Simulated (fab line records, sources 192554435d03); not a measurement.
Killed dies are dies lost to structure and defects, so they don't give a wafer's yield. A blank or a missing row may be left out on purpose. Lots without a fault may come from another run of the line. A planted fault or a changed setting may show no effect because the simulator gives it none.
fab line records | flow n5_finfet
record lots=9 wafers=27 last_day=18
route steps=1938 shown SPACER0@260 SD_EPI_N@274 BEOL_M4@1111
lots that met no fault: from a run of the same line without faults
start_h: hours from the record's first day to the start of the lot's first wafer shown | wait_h: hours since the lot's step before | " the same as in the row above | L1.1+2: a row that stands for several wafers | - no value, or no start given | * or withheld: withheld | < > ~ a bound
route shown NAME@n: a module of which the file shows steps, and the number in the route of the first | usual: mean/standard deviation of fault-free wafers | same: alike in all rows | chamber/n: place in a boat | sites: the reading at each site | _std_site: their standard deviation | _edge_site: outer sites' mean less inner sites' | radius_mm: how far each site lies from the wafer's centre | mask NAME#n: copy n | behind: the tool/chamber that last shaped the wafer | hold: why the lot was held/for how many hours/how that ended | device: the transistor (n, p or np) that didn't switch | end of line: the same wafers' tests at the end of the route | a step without rows: its recipe alone | killed: dies lost to structure and defects at the first sort, not the wafer's yield | map: a wafer's dies, x killed, . not, _ none there
set.NAME: the setting as run; set.NAME@STEP: as run at that earlier step | model.NAME: the simulator's own value behind a step, which no gauge read
steps of the route over a sample of lots; a table a step, a row a wafer
services: from which hour (start_h, from the record's first day; less than 0 if before it) a tool's chamber was out of use, for how many hours, and why
## steps
# step N5_SPACER0_ALD_08
# recipe material=SiNx target_thk_a=20 temp_c=400 ald_precursor_family=SiH2I2 ald_co_reactant=N2/H2-plasma pressure_torr=2
# usual heater_power_w=859/60
# columns lot.wafer tool chamber start_h wait_h heater_power_w
L232.3 ald_sin-03 2 57.74 0.1 936
L232.4 " 0 " " 728
L232.6 " 0 " " 716
L233.2 ald_sin-01 2 62.53 0.1 881
L233.3 " 3 " " 934
L233.5 " 2 " " 884
L234.2 ald_sin-03 2 65.27 0.1 939
L234.3 " 3 " " 822
L234.5 " 2 " " 954
L237.2 ald_sin-04 0 84.62 0.1 796
L237.3 " 2 " " 793
L237.5 " 0 " " 797
L241.2 ald_sin-01 2 110.00 0.1 868
L241.3 " 0 " " 908
L241.4 " 3 " " 923
L242.4 ald_sin-04 1 116.66 0.1 841
L242.5 " 2 " " 774
L242.6 " 1 " " 810
L251.2 ald_sin-04 2 168.80 0.1 765
L251.3 " 3 " " 891
L251.6 " 3 " " 921
L253.1 ald_sin-04 3 181.03 0.1 923
L253.2 " 0 " " 801
L253.5 " 0 " " 823
L254.1 ald_sin-04 1 185.50 0.1 829
L254.2 " 3 " " 946
L254.4 " 2 " " 795
# step N5_SD_EPI_N_ETCH_34
# recipe chemistry=CF4 target=SiARC target_depth_a=455 mask_material=CAR-ArF-block time_s=75.8 ion_energy_ev=80 pressure_mtorr=40 source_w=545 bias_w=36 Ar_flow_sccm=100 cf4_flow_sccm=100 ends=cleared
# usual cf4_flow_sccm=100.01/0.3 drypump_motor_current_A=5.6/0.58 etch_rf_on_time_s=76.3/1.9 oes_product_au=0.67/0.073 rf_vpp_V=184.4/1.2 showerhead_plenum_p_Torr=2.15/0.066 throttle_valve_pct=15.58/0.22
# columns lot.wafer tool chamber start_h wait_h cf4_flow_sccm drypump_motor_current_A etch_rf_on_time_s oes_product_au rf_hours_counter_h rf_vpp_V showerhead_plenum_p_Torr throttle_valve_pct
L232.3 rie_diel-02 0 58.82 0.0 100.20 5.5 72.1 0.73 85 182.9 2.16 15.39
L232.4 " 1 " " 99.58 5.3 75.0 0.67 140 184.4 2.17 15.62
L232.6 " 2 " " 100.17 4.7 77.4 0.72 - 186.2 2.24 15.21
L233.2 rie_diel-06 0 63.21 0.0 100.15 4.8 74.7 0.80 13 184.3 2.10 15.31
L233.3 " 3 " " 100.41 5.7 74.1 0.61 208 185.3 2.12 15.55
L233.5 " 2 " " 99.98 6.4 75.8 0.58 - 181.9 2.03 15.81
L234.2 rie_diel-06 2 66.14 0.0 99.85 6.4 76.7 0.58 240 182.7 2.03 15.80
L234.3 " 1 " " 99.80 5.5 78.1 0.60 193 183.9 2.20 15.89
L234.5 " 3 " " 99.80 5.7 75.4 0.61 - 185.7 2.12 15.55
L237.2 rie_diel-02 0 85.30 0.0 100.03 5.5 74.2 0.71 94 184.0 2.15 15.40
L237.3 " 3 " " 99.80 6.5 76.5 0.62 171 184.5 2.14 15.75
L237.5 " 0 " " 99.87 5.5 73.0 0.72 - 184.2 2.15 15.42
L241.2 rie_diel-02 3 110.68 0.0 99.49 6.5 93.4 0.55 180 183.3 2.13 15.77
L241.3 " 2 " " 100.08 4.7 97.0 0.61 93 184.3 2.24 15.24
L241.4 " 0 " " 99.99 5.5 90.5 0.64 - 184.0 2.15 15.42
L242.4 rie_diel-02 2 117.24 0.0 99.88 4.7 95.6 0.61 - 186.3 2.24 15.25
L242.5 " 0 " " 100.50 5.5 90.3 0.62 - 184.9 2.15 15.44
L242.6 " 3 " " 99.75 6.4 94.4 0.55 - 183.4 2.13 15.79
L251.2 rie_diel-05 0 169.67 0.0 100.12 5.4 77.9 0.67 110 183.1 2.07 15.48
L251.3 " 1 " " 100.13 5.4 75.2 0.59 241 185.2 2.12 15.71
L251.6 " 3 " " 99.67 5.7 78.9 0.78 - 184.3 2.09 15.52
L253.1 rie_diel-05 2 182.13 0.0 100.25 6.5 78.8 0.74 33 184.8 2.28 15.47
L253.2 " 3 " " 99.63 5.8 78.6 0.78 14 184.6 2.09 15.53
L253.5 " 1 " " 99.55 5.5 76.6 0.58 - 182.9 2.12 15.70
L254.1 rie_diel-05 0 186.51 0.0 100.11 5.5 76.4 0.67 115 183.3 2.07 15.51
L254.2 " 2 " " 100.29 6.5 78.0 0.75 34 186.4 2.28 15.47
L254.4 " 3 " " 100.41 5.7 77.9 0.78 16 183.7 2.09 15.52
# step N5_SD_EPI_N_ETCH_45
# recipe chemistry=CH3F/O2 target=SiOCN target_depth_a=60 mask_material=SOC ion_energy_ev=60 bias_w=29 pressure_mtorr=15 source_w=410 Ar_flow_sccm=150 CH3F_flow_sccm=30 O2_flow_sccm=20
# usual O2_flow_sccm=19.99/0.06 drypump_motor_current_A=5.6/0.58 oes_product_au=0.78/0.088 rf_vpp_V=127.3/0.99 showerhead_plenum_p_Torr=2.00/0.067 throttle_valve_pct=23.24/0.26
# columns lot.wafer tool chamber start_h wait_h O2_flow_sccm drypump_motor_current_A oes_product_au rf_hours_counter_h rf_vpp_V showerhead_plenum_p_Torr throttle_valve_pct
L232.3 rie_diel-02 0 59.30 0.1 19.89 5.5 0.83 85 127.7 2.01 23.11
L232.4 " 1 " " 20.06 5.3 0.77 140 128.0 2.01 23.21
L232.6 " 2 " " 19.95 4.8 0.80 - 128.4 2.10 22.79
L233.2 rie_diel-06 0 63.69 0.1 19.92 4.8 0.96 13 126.8 1.94 22.98
L233.3 " 3 " " 20.03 5.7 0.72 208 128.8 1.97 23.04
L233.5 " 2 " " 19.98 6.4 0.69 - 124.7 1.88 23.44
L234.2 rie_diel-06 2 66.62 0.1 20.01 6.4 0.67 240 126.4 1.88 23.42
L234.3 " 1 " " 19.96 5.5 0.70 194 127.2 2.07 23.82
L234.5 " 3 " " 20.06 5.7 0.71 - 127.9 1.97 23.07
L237.2 rie_diel-02 0 85.78 0.1 20.03 5.5 0.82 94 125.7 2.01 23.12
L237.3 " 3 " " 20.00 6.5 0.73 171 128.2 1.98 23.32
L237.5 " 0 " " 19.96 5.5 0.83 - 126.9 2.01 23.13
L241.2 rie_diel-02 3 111.16 0.1 19.97 6.5 0.72 181 127.9 1.98 23.34
L241.3 " 2 " " 19.96 4.7 0.80 93 127.4 2.09 22.82
L241.4 " 0 " " 20.02 5.5 0.82 - 126.3 2.01 23.13
L242.4 rie_diel-02 2 117.74 0.1 19.89 4.7 0.80 - 127.7 2.09 22.83
L242.5 " 0 " " 19.95 5.5 0.82 - 128.6 2.01 23.14
L242.6 " 3 " " 19.99 6.5 0.72 - 127.1 1.98 23.35
L251.2 rie_diel-05 0 170.15 0.1 19.83 5.5 0.79 110 126.7 1.92 23.12
L251.3 " 1 " " 19.98 5.5 0.68 241 128.2 1.97 23.38
L251.6 " 3 " " 19.95 5.7 0.93 - 128.0 1.94 23.43
L253.1 rie_diel-05 2 182.61 0.1 19.97 6.5 0.87 33 129.7 2.12 23.29
L253.2 " 3 " " 20.07 5.7 0.91 14 127.7 1.94 23.42
L253.5 " 1 " " 20.01 5.5 0.68 - 127.5 1.97 23.39
L254.1 rie_diel-05 0 186.99 0.1 19.99 5.4 0.79 115 126.5 1.92 23.13
L254.2 " 2 " " 20.02 6.4 0.87 34 128.7 2.12 23.28
L254.4 " 3 " " 19.92 5.7 0.91 16 127.5 1.94 23.42
# step N5_SD_EPI_N_SD_RECESS_17
# recipe chemistry=HBr/Cl2/O2 target_depth_a=410 mask_material=SOC time_s=23.7 bt_time_s=3 pressure_mtorr=10 icp_w=800 bias_w=112 HBr_flow_sccm=150 Cl2_flow_sccm=80 O2_flow_sccm=12
# usual O2_flow_sccm=12.00/0.034 drypump_motor_current_A=5.6/0.45 oes_product_au=1.005/0.014 throttle_valve_pct=37.1/0.44
# columns lot.wafer tool chamber start_h wait_h O2_flow_sccm drypump_motor_current_A oes_product_au rf_hours_counter_h throttle_valve_pct
L232.3 rie_si-05 2 59.47 0.0 11.96 5.5 0.992 0 36.4
L232.4 " 0 " " 12.01 5.8 1.007 93 37.4
L232.6 " 1 " " 11.99 5.3 1.032 - 37.5
L233.2 rie_si-04 2 63.86 0.0 12.05 5.2 1.012 148 36.7
L233.3 " 0 " " 12.02 5.6 0.996 3 37.1
L233.5 " 2 " " 12.00 5.3 1.009 - 36.7
L234.2 rie_si-04 3 66.79 0.0 12.04 5.5 1.000 83 37.6
L234.3 " 1 " " 11.96 6.7 1.013 202 37.5
L234.5 " 3 " " 12.04 5.5 1.003 - 37.6
L237.2 rie_si-04 2 85.95 0.0 12.01 5.2 1.008 149 36.7
L237.3 " 3 " " 12.01 5.5 0.998 84 37.6
L237.5 " 0 " " 12.03 5.6 0.980 - 37.1
L241.2 rie_si-05 3 111.33 0.0 11.97 5.2 1.001 75 37.3
L241.3 " 0 " " 12.03 5.9 1.021 94 37.4
L241.4 " 1 " " 11.96 5.3 1.021 3 37.5
L242.4 rie_si-05 1 117.86 0.0 12.00 5.3 1.027 3 37.5
L242.5 " 3 " " 11.99 5.2 1.002 - 37.3
L242.6 " 2 " " 11.94 5.4 0.994 - 36.4
L251.2 rie_si-05 3 170.32 0.0 12.05 5.2 0.997 76 37.3
L251.3 " 2 " " 12.03 5.5 0.989 2 36.4
L251.6 " 3 " " 12.06 5.2 0.994 - 37.3
L253.1 rie_si-03 1 182.78 0.0 12.03 4.8 1.018 108 36.8
L253.2 " 0 " " 11.98 6.0 0.987 25 36.4
L253.5 " 3 " " 12.01 5.9 0.981 - 37.3
L254.1 rie_si-05 1 187.17 0.0 11.96 5.3 1.015 5 37.4
L254.2 " 2 " " 12.02 5.5 1.002 2 36.4
L254.4 " 1 " " 11.99 5.3 1.024 - 37.5
# step N5_BEOL_M4_RC_MEAS_101
# usual DIBL_N=37.1/2.4 DIBL_P=37/3 IOFF_N=0.18/0.053 IOFF_P=0.21/0.05 ION_N=674/14 ION_P=459/9.2 SS_N=72.1/0.9 SS_P=73.4/0.89 VT_N=250/3.8 VT_P=-251/3.7
# columns lot.wafer tool chamber start_h wait_h DIBL_N[mV/V] DIBL_P[mV/V] IOFF_N[nA/um] IOFF_P[nA/um] ION_N[uA/um] ION_P[uA/um] SS_N[mV/dec] SS_P[mV/dec] VT_N[mV] VT_P[mV]
L232.3 prober-01 0 182.98 0.3 39.5 40 0.21 0.29 680 466 72.7 74.0 248 -246
L232.4 " 0 " " 36.7 37 0.15 0.22 671 461 71.6 73.3 251 -251
L232.6 " 0 " " 34.4 33 0.13 0.17 654 450 71.9 71.9 255 -253
L233.2 prober-02 0 200.38 0.2 35.7 35 0.16 0.22 671 464 71.8 72.9 249 -249
L233.3 " 0 " " 37.7 36 0.19 0.22 677 461 72.6 73.0 251 -249
L233.5 " 0 " " 34.8 34 0.14 0.18 656 455 71.9 72.3 253 -249
L234.2 prober-01 0 205.80 0.2 37.7 39 0.20 0.25 688 467 71.6 73.7 248 -248
L234.3 " 0 " " 36.7 37 0.19 0.23 681 464 72.0 72.7 245 -248
L234.5 " 0 " " 37.9 38 0.20 0.23 664 453 73.0 73.8 247 -248
L237.2 prober-01 0 210.38 0.2 37.7 40 0.19 0.22 671 459 72.5 74.4 250 -251
L237.3 " 0 " " 34.9 36 0.13 0.18 657 450 71.4 73.3 253 -253
L237.5 " 0 " " 36.0 36 0.16 0.18 679 457 72.1 72.9 250 -254
L242.4 prober-01 0 234.68 0.5 35.6 36 0.17 0.20 678 462 72.4 73.2 250 -251
L242.5 " 0 " " 38.3 37 0.21 0.21 674 466 73.2 73.6 247 -248
L242.6 " 0 " " 37.2 38 0.22 0.23 698 465 71.5 74.4 244 -250
L241.2 prober-02 0 234.89 0.2 37.4 35 0.20 0.18 679 453 72.4 73.6 248 -253
L241.3 " 0 " " 37.3 39 0.17 0.22 670 455 71.4 74.0 251 -252
L241.4 " 0 " " 38.5 39 0.20 0.22 672 449 73.4 74.6 250 -251
L251.2 prober-02 0 288.24 0.2 41.6 41 0.28 0.27 683 463 73.6 75.0 243 -248
L251.3 " 0 " " 35.2 35 0.14 0.17 651 446 71.9 72.9 255 -255
L251.6 " 0 " " 39.3 38 0.24 0.23 682 461 73.2 74.9 247 -251
L253.1 prober-01 0 309.62 0.0 36.6 37 0.17 0.18 682 459 72.2 72.7 251 -256
L253.2 " 0 " " 34.7 35 0.14 0.16 665 446 71.2 73.3 251 -255
L253.5 " 0 " " 34.5 35 0.14 0.16 670 458 70.7 73.3 252 -258
L254.1 prober-01 0 312.45 0.0 34.9 35 0.13 0.16 662 456 71.0 73.0 254 -253
L254.2 " 0 " " 37.6 38 0.16 0.19 662 448 71.7 73.5 254 -253
L254.4 " 0 " " 37.8 39 0.19 0.22 681 460 71.8 73.7 249 -252
## services
# columns tool chamber start_h hours kind
ald_sin-04 2 35.74 6.9 repair
rie_si-05 2 36.71 - clean
rie_si-05 2 36.71 - consumable_replace:esc
rie_diel-06 - 40.82 0.8 repair
rie_diel-05 - 47.18 1.8 repair
ald_sin-01 - 67.11 6.0 pm
ald_sin-03 2 71.24 4.0 repair
rie_si-04 1 81.65 14.0 repair
rie_diel-05 2 83.03 - clean
rie_diel-05 2 83.03 - consumable_replace:focus_ring
rie_diel-05 2 83.03 - consumable_replace:showerhead
rie_diel-05 2 83.03 13.0 scheduled_down
rie_diel-05 2 83.03 13.0 vent_cycle
rie_diel-06 0 93.20 17.5 repair
ald_sin-04 0 100.88 8.9 repair
rie_diel-05 2 111.68 4.3 repair
rie_si-05 3 121.11 9.0 repair
rie_diel-05 3 123.51 - clean
rie_diel-05 3 123.51 - consumable_replace:focus_ring
rie_diel-05 3 123.51 17.8 scheduled_down
rie_diel-05 3 123.51 17.8 vent_cycle
rie_diel-05 0 153.50 6.6 repair
rie_si-05 0 167.32 26.1 repair
ald_sin-03 - 177.57 14.0 pm
## key
first_sign step=N5_SD_EPI_N_ETCH_34 reading=etch_rf_on_time_s direction=up sigmas=8.9 usual=* struck=*
effect none on later readings
met_at N5_SD_EPI_N_ETCH_34
struck_lots L241,L242
not_acting_at N5_SPACER0_ALD_08,N5_SD_EPI_N_ETCH_45,N5_SD_EPI_N_SD_RECESS_17
onset_between 85.30 110.68
fault kind=process_parameter_drift tool=rie_diel-02 chamber=- onset_h=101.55 steps=N5_SD_EPI_N_ETCH_34 channel=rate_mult offset=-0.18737 shape=step end_h=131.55
